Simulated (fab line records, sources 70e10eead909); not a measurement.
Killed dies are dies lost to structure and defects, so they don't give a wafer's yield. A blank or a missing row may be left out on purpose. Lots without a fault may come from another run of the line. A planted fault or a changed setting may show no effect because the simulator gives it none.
Which tool did it? | flow nand_harc | 6 lots, 18 wafers sampled, at 3 steps of a route of 1159

WHAT THE GAUGES READ, wafer by wafer
NHARC_A_CONTACT_CD_MEAS_15.
lot  | measured     | on        | cd_nm (nm)
L924 | day 17 01:32 | cd_sem-01 | 89.5 90.8 90.0
L927 | day 18 10:11 | cd_sem-02 | 89.8 90.6 90.3
L932 | day 19 19:04 | cd_sem-02 | 89.8 90.2 90.2
L935 | day 20 03:30 | cd_sem-02 | 90.8 90.0 89.3
L937 | day 20 07:40 | cd_sem-02 | 89.3 89.2 89.8
L946 | day 22 06:22 | cd_sem-01 | 90.3 89.8 89.4

WHICH TOOL RAN EACH LOT (tool, then ch and the chambers of the sampled wafers, then the start)
lot  | NHARC_A_CONTACT_DESCUM_13          | NHARC_A_CONTACT_ETCH_137
L924 | rie_diel-10 ch 1,2,3, day 16 23:12 | har_cap_etch-03 ch 0,1, day 17 00:41
L927 | rie_diel-03 ch 1,3, day 18 07:52   | har_cap_etch-02 ch 1, day 18 09:18
L932 | rie_diel-10 ch 0,1,3, day 19 16:44 | har_cap_etch-01 ch 0,1, day 19 18:11
L935 | rie_diel-10 ch 0,1,3, day 20 01:10 | har_cap_etch-03 ch 0,1, day 20 02:38
L937 | rie_diel-03 ch 0,3, day 20 05:22   | har_cap_etch-02 ch 0,1, day 20 06:47
L946 | rie_diel-10 ch 1,2, day 22 03:57   | har_cap_etch-01 ch 0,1, day 22 05:31
- NHARC_A_CONTACT_DESCUM_13: chemistry O2, time 3 s.
- NHARC_A_CONTACT_ETCH_137: etches the open film in C4F8/O2/Ar, time 132 s, target depth 1287 nm.

THE ANSWER, worked out from the rows above alone
Rule: what is usual is taken from the lots themselves. Put in order of their means at a reading, lots are off if they are a third of the lots or fewer, leave a main group of 4 or more, and stand apart from it by a gap of 3 or more times the standard deviation of the main group's means; of several such gaps the widest counts. A main group whose means are all the same, to the digits that the tables above print for the reading, isn't used. A lot without any number at a reading at which 4 lots or more have one is off too. The other lots that the step has rows for count as sound.
Off: L937, at NHARC_A_CONTACT_CD_MEAS_15 (cd_nm). The main group: mean 90.1 nm, standard deviation 0.13.
A tool fits if, at a process step before that reading, it ran every lot that is off, and no sound lot after the first of them. The gauges at NHARC_A_CONTACT_CD_MEAS_15 are tried like those tools. Can't be told from this: 3 tools fit, rie_diel-03 at NHARC_A_CONTACT_DESCUM_13, har_cap_etch-02 at NHARC_A_CONTACT_ETCH_137, cd_sem-02 at NHARC_A_CONTACT_CD_MEAS_15.

WHAT THE SIMULATOR HAD PUT IN
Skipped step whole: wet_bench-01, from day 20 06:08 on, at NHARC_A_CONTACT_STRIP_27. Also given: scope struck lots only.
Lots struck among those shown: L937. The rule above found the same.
